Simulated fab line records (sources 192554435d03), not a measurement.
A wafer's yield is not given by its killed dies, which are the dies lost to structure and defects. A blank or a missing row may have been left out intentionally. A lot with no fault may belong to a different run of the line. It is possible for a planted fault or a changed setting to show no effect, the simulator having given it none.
Comparing a struck lot with a sound one | flow n5-finfet | 38 steps out of a route of 1938
Sound: the wafers L215.3, L215.4, L215.5. Struck: wafers L225.5, L225.6. (L225.1 of the same lot was not struck and is left out.) The cause comes at the end.
Per side, at each step with rows, come the tool, then ch with its chambers, and then its first start. Under that, the readings that differ: sound wafers | struck wafers | difference of the means | sigmas: that difference in standard deviations of wafers without a fault.
alike: a reading whose means differ by less than 2 such deviations, as well as words and numbers matching on both sides. not compared: withheld readings; readings where some wafer has no value; bounds like >300 that might hide an equal value; numbers whose values overlap and for which the record gives no deviation.
A row with sigmas, a row that says differs or no value, or rows on one side alone: a step with any of these is where the two part. Numbers that have no deviation but don't overlap get no sigmas and don't part them. A reading that every wafer of one side lacks parts them only if that side has two wafers or more.

first, 9 steps without rows for these wafers: N5_SDB_PRECLEAN_38 (cleans in dHF, time 10 s); N5_SDB_PRECLEAN_39 (cleans in O3/DIW, time 45 s); N5_SDB_SRD_28 (time 30 s); N5_SDB_ALD_29 (deposits SiNx, target thk 30 nm, pulse time 1 s, ald cycles 600); N5_SDB_CMP_30 (polishes, stops on poly-Si, t overpolish 1.54 s, target thk 30 nm); N5_DUMMY_REMOVAL_HM_STRIP_01 (strips SiNx in CH3F/O2, stops on poly-Si, target depth 4 nm, time 6.8 s); N5_DUMMY_REMOVAL_STRIP_10 (strips in N2/H2, time 40 s); N5_DUMMY_REMOVAL_PRECLEAN_07 (cleans in dHF, time 30 s); N5_DUMMY_REMOVAL_DUMMY_REMOVE_02 (chemistry TMAH, target poly-Si, stops on SiO2, target depth 142 nm, time 57 s, rinse time 30 s).
N5_DUMMY_REMOVAL_PRECLEAN_08: cleans in NF3:NH3, afs cycles 2, time 20 s, sublimation time 60 s.
  sound on remote-plasma-01 ch 1, day 4 07:42; struck on remote-plasma-01 ch 0, day 6 20:04
then, 26 steps without rows for these wafers: N5_DUMMY_REMOVAL_PRECLEAN_04 (cleans in DHF, time 37 s); N5_DUMMY_REMOVAL_SRD_05 (time 30 s); N5_HKMG_FIN_IL_REGROW_00 (material SiO2, chemistry O3, target thk 0.75 nm, time 30 s); N5_HKMG_FIN_HK_ALD_01 (deposits HfO2, target thk 1.6 nm, pulse time 3 s, purge time 3 s); N5_HKMG_FIN_HK_ANNEAL_02 (time 30 s); N5_HKMG_FIN_ALD_74 (deposits La2O3, target thk 0.5 nm, pulse time 6 s, co reactant pulse time 1 s); N5_HKMG_FIN_ALD_75 (deposits Al2O3, target thk 1 nm, co reactant pulse time 1 s); N5_HKMG_FIN_COAT_41 (time 60 s, resist thk 300 nm); N5_HKMG_FIN_COAT_42 (time 60 s, resist thk 35 nm); N5_HKMG_FIN_COAT_43 (resist thk 90 nm); N5_HKMG_FIN_EBR_45; N5_HKMG_FIN_SOFTBAKE_44 (time 60 s); N5_HKMG_FIN_EXPOSE_46 (exposes mask NDIPOLE); N5_HKMG_FIN_PEB_47 (peb time 60 s); N5_HKMG_FIN_DEVELOP_48 (develop time 30 s); N5_HKMG_FIN_DESCUM_53 (chemistry O2, time 7.9 s); N5_HKMG_FIN_ETCH_54 (etches SiARC in CF4, target depth 45.5 nm, time 75.8 s); N5_HKMG_FIN_ETCH_55 (etches SOC in N2/H2, target depth 240 nm, time 300 s); N5_HKMG_FIN_STRIP_56 (strips in N2/H2); N5_HKMG_FIN_STRIP_57 (strips in CF4); N5_HKMG_FIN_ETCH_58 (etches SOC in N2/H2, target depth 215.8 nm, time 741 s); N5_HKMG_FIN_STRIP_93 (strips SOC in N2/H2, time 20 s); N5_HKMG_FIN_WET_ETCH_76 (etches Al2O3 in dNH4OH, stops on La2O3, target depth 2.25 nm, rinse time 30 s); N5_HKMG_FIN_STRIP_60 (strips in N2/H2, time 360 s); N5_HKMG_FIN_WET_ETCH_77 (etches La2O3 in dHCl, stops on HfO2, target depth 2 nm); N5_HKMG_FIN_WET_ETCH_78 (etches Al2O3 in dNH4OH, stops on La2O3, target depth 4.5 nm, rinse time 30 s).
-- the record jumps here: 5 days lie between the struck wafers' starts before and after (it left off in module HKMG_FIN and takes up again in module BEOL_M4, whose first step shown is number 1111 of the route) --
N5_BEOL_M4_RC_MEAS_101:
  sound on prober-02 ch 0, day 8 18:02; struck on prober-01 ch 0, day 11 19:54
  reading         | sound                | struck        | difference | sigmas
  DIBL_N (mV/V)   | 37.1 34.0 32.8       | 38.1 41.4     | +5.1       | +3
  DIBL_P (mV/V)   | 36.4 33.5 30.9       | 38.5 42.4     | +6.9       | +4
  EOT_N           | 10.50 10.64 10.49    | 11.69 11.74   | +1.17      | +12
  EOT_P           | 10.47 10.54 10.50    | 11.70 11.66   | +1.18      | +13
  IGATE_N (nA/um) | 0.0118 0.0097 0.0111 | 0.0030 0.0028 | -0.0080    | -4
  IGATE_P (nA/um) | 0.0035 0.0029 0.0033 | 0.0009 0.0009 | -0.0023    | -4
  IOFF_N (nA/um)  | 0.179 0.120 0.102    | 0.170 0.236   | +0.069     | +2
  SS_P (mV/dec)   | 73.0 72.7 71.8       | 73.1 74.5     | +1.3       | +2
  alike: IOFF_P, ION_N, ION_P, SS_N, VT_N, VT_P
-- record jumps: 4 days separate the struck wafers' starts on either side; left off in module BEOL_M4, taken up again in module PASSIVATION, whose first shown step is the route's number 1936 --
N5_PASSIVATION_PROBE_49:
  sound on prober-01, day 13 11:37; struck on prober-01, day 16 05:18
  reading              | sound    | struck | difference | sigmas
  killed-at-contacts   | 20 17 14 | 2      | -15        | -2
  sort_bin_8_speed (%) | 0 0 0    | 0.08   | +0.08      | +2
  alike: defect-limited-yield, killed_at_M0_to_M3, killed_at_M4_up, killed-at-front-end, killed-at-other, killed-dies, killed-open, killed-short, sort_bin_5_function, sort_bin_6_memory, sort-n-pass, sort-yield-pct

WHERE THEY PART
At N5_BEOL_M4_RC_MEAS_101 first; at N5_PASSIVATION_PROBE_49 last (within this record only).

WHY: what had been put in by the simulator
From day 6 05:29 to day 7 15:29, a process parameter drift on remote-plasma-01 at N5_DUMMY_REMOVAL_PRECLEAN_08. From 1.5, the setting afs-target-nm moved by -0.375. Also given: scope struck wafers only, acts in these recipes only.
